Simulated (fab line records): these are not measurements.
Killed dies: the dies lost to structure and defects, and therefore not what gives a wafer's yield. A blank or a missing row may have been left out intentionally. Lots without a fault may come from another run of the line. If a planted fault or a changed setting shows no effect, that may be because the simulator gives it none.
Lot-split experiment	flow n5_finfet	39 wafers read across 7 lots, on a route 1938 steps long

## SPLIT DETAILS
At N5_DUMMY_GATE_ETCH_32 (etches SiO2 in CF4, target depth 3.5 nm, time 3.9 s), the setting time_s was moved away from the recipe's 3.9 s on 15 of the 39 wafers read, by -22.1% to +15.8%. The other wafers ran this setting at the recipe's value.

Reading taken at the split's own step.

## THE READING
etch.depth_nm (the simulator's own value, which no gauge read), in nm, at N5_DUMMY_GATE_ETCH_32 (etches SiO2 in CF4, target depth 3.5 nm, time 3.9 s). The file does not state a usual value for it. Across the 24 wafers here that went through the recipe, the average is 3.516 nm and the standard deviation 0.049 nm.

wafer	tool, chamber at the split	time_s as run, s	against the recipe	etch.depth_nm, nm	against lot-mates on the recipe
L076.1	rie_si-01, 1	3.9	recipe	3.548	-
L076.2	rie_si-01, 3	3.9	recipe	3.483	-
L076.3	rie_si-01, 2	3.9	recipe	3.612	-
L076.4	rie_si-01, 1	3.9	recipe	3.523	-
L076.5	rie_si-01, 3	3.9	recipe	3.443	-
L076.6	rie_si-01, 2	3.9	recipe	3.583	-
L077.1	rie_si-03, 1	3.9	recipe	3.456	-
L077.2	rie_si-03, 2	3.277	-16.0%	2.932	-0.546
L077.3	rie_si-03, 3	3.277	-16.0%	3.018	-0.460
L077.4	rie_si-03, 0	3.277	-16.0%	2.955	-0.523
L077.5	rie_si-03, 1	3.9	recipe	3.472	-
L077.6	rie_si-03, 2	3.9	recipe	3.506	-
L080.1	rie_si-04, 2	3.04	-22.1%	2.778	-0.750
L080.2	rie_si-04, 0	3.04	-22.1%	2.746	-0.782
L080.3	rie_si-04, 1	3.9	recipe	3.495	-
L080.4	rie_si-04, 1	3.9	recipe	3.53	-
L080.5	rie_si-04, 0	3.04	-22.1%	2.695	-0.833
L080.6	rie_si-04, 2	3.9	recipe	3.56	-
L081.1	rie_si-01, 0	4.431	+13.6%	3.995	+0.522
L081.2	rie_si-01, 2	4.431	+13.6%	4.058	+0.585
L081.3	rie_si-01, 3	3.9	recipe	3.462	-
L081.4	rie_si-01, 1	4.431	+13.6%	3.96	+0.487
L081.5	rie_si-01, 0	3.9	recipe	3.511	-
L081.6	rie_si-01, 3	3.9	recipe	3.446	-
L085.1	rie_si-03, 2	3.223	-17.4%	2.929	-0.641
L085.2	rie_si-03, 0	3.223	-17.4%	2.903	-0.667
L085.3	rie_si-03, 1	3.9	recipe	3.503	-
L085.4	rie_si-03, 3	3.9	recipe	3.599	-
L085.5	rie_si-03, 3	3.9	recipe	3.608	-
L085.6	rie_si-03, 2	3.223	-17.4%	2.899	-0.671
L093.2	rie_si-03, 1	3.9	recipe	3.466	-
L093.5	rie_si-03, 0	3.9	recipe	3.517	-
L093.6	rie_si-03, 2	3.9	recipe	3.494	-
L094.1	rie_si-04, 1	4.516	+15.8%	4.011	+0.491
L094.2	rie_si-04, 3	3.9	recipe	3.52	-
L094.3	rie_si-04, 2	3.9	recipe	3.546	-
L094.4	rie_si-04, 0	4.516	+15.8%	4.027	+0.507
L094.5	rie_si-04, 1	3.9	recipe	3.494	-
L094.6	rie_si-04, 0	4.516	+15.8%	4.021	+0.501

THE FIT
A straight line over all 39 wafers: etch.depth_nm changes by +0.0344 nm for each +1% of time_s; r = +0.99; the points scatter about the line by 0.046 nm.
The same after taking each lot's own level away (the mean of its wafers on the recipe; 39 wafers): +0.0353 nm for each +1%; r = +0.99; scatter 0.047 nm.
On that fit, the largest move of time_s shifts the reading by 0.78 nm.
The lots' own levels span 3.4730 to 3.5700 nm, that is 2.0 times the standard deviation above.
Hence the lot-to-lot level has little effect on the slope; both slopes agree.
Check: with one of the wafers moved furthest among these (-22.1%) left out of the fit, the line predicts -0.782 nm for it against its lot-mates. It came out at -0.75 nm against them.

## THE OTHER SPLITS THESE WAFERS WENT THROUGH
Other splits were also applied to these wafers ahead of the reading. Each is held against what the fit with the lots' levels taken away leaves over:
other split on the same wafers	wafers away from the commonest value	r with etch.depth_nm (lot level and that fit taken away)
N5_FIN_SAQP_ETCH_34 source_w	15	+0.09

## THE FILE'S OWN FIT
etch.depth_nm changes by +0.0353 nm for each +1% of time_s, r = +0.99.
